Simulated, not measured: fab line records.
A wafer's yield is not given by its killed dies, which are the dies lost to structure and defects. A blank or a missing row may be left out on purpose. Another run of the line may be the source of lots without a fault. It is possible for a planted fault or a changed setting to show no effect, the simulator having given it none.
Chamber matching || flow n5_finfet || cvd_co-02 running N5_BEOL_M2_CO_CAP_55: 3 sister chambers
The step material Co, precursor CCTBA/H2, target thk 2 nm, time 102.1 s. 3 wafers are shown with their chamber, then 12 later ones without.

## EACH WAFER AND ITS CHAMBER
{"wafer": "L088.4", "chamber": 1, "heater_power_w (W)": 272}
{"wafer": "L088.5", "chamber": 0, "heater_power_w (W)": 280}
{"wafer": "L088.6", "chamber": 2, "heater_power_w (W)": 222}

## WAFERS WHOSE CHAMBER IS MISSING
{"wafer": "L090.1", "heater_power_w (W)": 283}
{"wafer": "L090.2", "heater_power_w (W)": 276}
{"wafer": "L090.3", "heater_power_w (W)": 220}
{"wafer": "L090.4", "heater_power_w (W)": 226}
{"wafer": "L090.5", "heater_power_w (W)": 283}
{"wafer": "L090.6", "heater_power_w (W)": 271}
{"wafer": "L095.3", "heater_power_w (W)": 227}
{"wafer": "L095.4", "heater_power_w (W)": 221}
{"wafer": "L095.6", "heater_power_w (W)": 271}
{"wafer": "L097.1", "heater_power_w (W)": 221}
{"wafer": "L097.3", "heater_power_w (W)": 274}
{"wafer": "L097.5", "heater_power_w (W)": 275}

## CHAMBER TAKEN BY EACH
{"wafer": "L090.1", "from the rows above": 0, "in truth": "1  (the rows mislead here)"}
{"wafer": "L090.2", "from the rows above": "can't be placed: 0 or 1", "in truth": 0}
{"wafer": "L090.3", "from the rows above": 2, "in truth": 2}
{"wafer": "L090.4", "from the rows above": 2, "in truth": 2}
{"wafer": "L090.5", "from the rows above": 0, "in truth": 0}
{"wafer": "L090.6", "from the rows above": 1, "in truth": 1}
{"wafer": "L095.3", "from the rows above": 2, "in truth": 2}
{"wafer": "L095.4", "from the rows above": 2, "in truth": 2}
{"wafer": "L095.6", "from the rows above": 1, "in truth": 1}
{"wafer": "L097.1", "from the rows above": 2, "in truth": 2}
{"wafer": "L097.3", "from the rows above": "can't be placed: 1 or 0", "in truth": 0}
{"wafer": "L097.5", "from the rows above": "can't be placed: 1 or 0", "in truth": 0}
Correctly placed: 8 of 12. Cannot be placed on the basis of these rows: 3; the candidates contain the true chamber in 3. Wrongly placed: 1.
How it was worked out, from the rows above alone: a wafer's distance from a chamber is the root of the sum, over the readings, of the square of ((its reading less the chamber's mean) divided by the reading's scatter). The wafer belongs to the nearest chamber; if the next one is less than 2 further off, it can't be placed. The mean given for a chamber averages the wafers shown for that chamber. The scatter: with one shown wafer a chamber, the root of the mean of the squares of how far each hidden wafer lies from its nearest shown one.
